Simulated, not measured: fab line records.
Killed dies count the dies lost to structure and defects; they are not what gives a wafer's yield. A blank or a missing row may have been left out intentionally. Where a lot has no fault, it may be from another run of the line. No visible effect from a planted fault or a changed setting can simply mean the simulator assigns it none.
Matching of chambers || flow n5_finfet || N5_BEOL_M8_CURE_75 on uv_cure-02: 3 sister chambers
The step cures SiCOH lowk, time 120 s. 16 wafers are shown with their chamber, then 8 later ones without.

== EACH WAFER AND ITS CHAMBER ==
{"wafer": "L076.1", "chamber": 0, "wafer_temp_C_max": 372.2, "lamp_power_pct (%)": 52.36}
{"wafer": "L076.4", "chamber": 0, "wafer_temp_C_max": 372.1, "lamp_power_pct (%)": 52.22}
{"wafer": "L076.5", "chamber": 0, "wafer_temp_C_max": 372.2, "lamp_power_pct (%)": 52.35}
{"wafer": "L078.1", "chamber": 2, "wafer_temp_C_max": 371.8, "lamp_power_pct (%)": 52.38}
{"wafer": "L078.2", "chamber": 2, "wafer_temp_C_max": 372.0, "lamp_power_pct (%)": 52.28}
{"wafer": "L078.3", "chamber": 2, "wafer_temp_C_max": 371.5, "lamp_power_pct (%)": 52.26}
{"wafer": "L083.2", "chamber": 1, "wafer_temp_C_max": 372.6, "lamp_power_pct (%)": 52.25}
{"wafer": "L083.3", "chamber": 1, "wafer_temp_C_max": 371.7, "lamp_power_pct (%)": 52.38}
{"wafer": "L083.5", "chamber": 1, "wafer_temp_C_max": 371.4, "lamp_power_pct (%)": 52.25}
{"wafer": "L088.2", "chamber": 1, "wafer_temp_C_max": 371.4, "lamp_power_pct (%)": 52.32}
{"wafer": "L088.5", "chamber": 1, "wafer_temp_C_max": 372.0, "lamp_power_pct (%)": 52.32}
{"wafer": "L088.6", "chamber": 1, "wafer_temp_C_max": 371.0, "lamp_power_pct (%)": 52.21}
{"wafer": "L087.1", "chamber": 0, "wafer_temp_C_max": 372.0, "lamp_power_pct (%)": 52.35}
{"wafer": "L087.2", "chamber": 0, "wafer_temp_C_max": 371.7, "lamp_power_pct (%)": 52.37}
{"wafer": "L087.6", "chamber": 0, "wafer_temp_C_max": 371.9, "lamp_power_pct (%)": 52.26}
{"wafer": "L091.3", "chamber": 2, "wafer_temp_C_max": 370.9, "lamp_power_pct (%)": 52.30}

SIGNATURES, as means of the wafers listed above
{"reading": "wafer_temp_C_max", "chamber 0": 372.017, "chamber 1": 371.683, "chamber 2": 371.550, "scatter within a chamber": 0.434}
{"reading": "lamp_power_pct", "chamber 0": 52.3183, "chamber 1": 52.2883, "chamber 2": 52.3050, "scatter within a chamber": 0.0603}
Rule: for each reading, subtract the chamber's mean from the wafer's reading, divide by that reading's scatter and square the result; add these up over the readings and take the root, which gives the wafer's distance from the chamber. The wafer belongs to the nearest chamber; if the next one is less than 2 further off, it can't be placed. How the scatter is found: for the shown wafers, subtract from each reading the mean of its chamber, square and add these, divide the total by (wafers less chambers), then take the root.

== WAFERS MISSING THEIR CHAMBER ==
{"wafer": "L091.4", "wafer_temp_C_max": 371.1, "lamp_power_pct (%)": 52.31}
{"wafer": "L091.6", "wafer_temp_C_max": 371.4, "lamp_power_pct (%)": 52.30}
{"wafer": "L092.4", "wafer_temp_C_max": 371.7, "lamp_power_pct (%)": 52.27}
{"wafer": "L092.5", "wafer_temp_C_max": 372.3, "lamp_power_pct (%)": 52.34}
{"wafer": "L092.6", "wafer_temp_C_max": 372.2, "lamp_power_pct (%)": 52.32}
{"wafer": "L094.1", "wafer_temp_C_max": 371.4, "lamp_power_pct (%)": 52.31}
{"wafer": "L094.2", "wafer_temp_C_max": 371.1, "lamp_power_pct (%)": 52.32}
{"wafer": "L094.3", "wafer_temp_C_max": 371.1, "lamp_power_pct (%)": 52.34}

== WHICH CHAMBER EACH ONE RAN IN ==
{"wafer": "L091.4", "from the rows above": "can't be placed: 2 or 1 or 0", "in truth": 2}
{"wafer": "L091.6", "from the rows above": "can't be placed: 2 or 1 or 0", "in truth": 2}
{"wafer": "L092.4", "from the rows above": "can't be placed: 1 or 2 or 0", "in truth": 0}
{"wafer": "L092.5", "from the rows above": "can't be placed: 0 or 1 or 2", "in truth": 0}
{"wafer": "L092.6", "from the rows above": "can't be placed: 0 or 1 or 2", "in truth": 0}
{"wafer": "L094.1", "from the rows above": "can't be placed: 2 or 1 or 0", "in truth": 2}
{"wafer": "L094.2", "from the rows above": "can't be placed: 2 or 1 or 0", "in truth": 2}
{"wafer": "L094.3", "from the rows above": "can't be placed: 2 or 1 or 0", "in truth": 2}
Correctly placed: 0 of 8. Unplaceable from these rows: 8, with the true chamber sitting among the candidates in 8. Placed wrongly: 0.
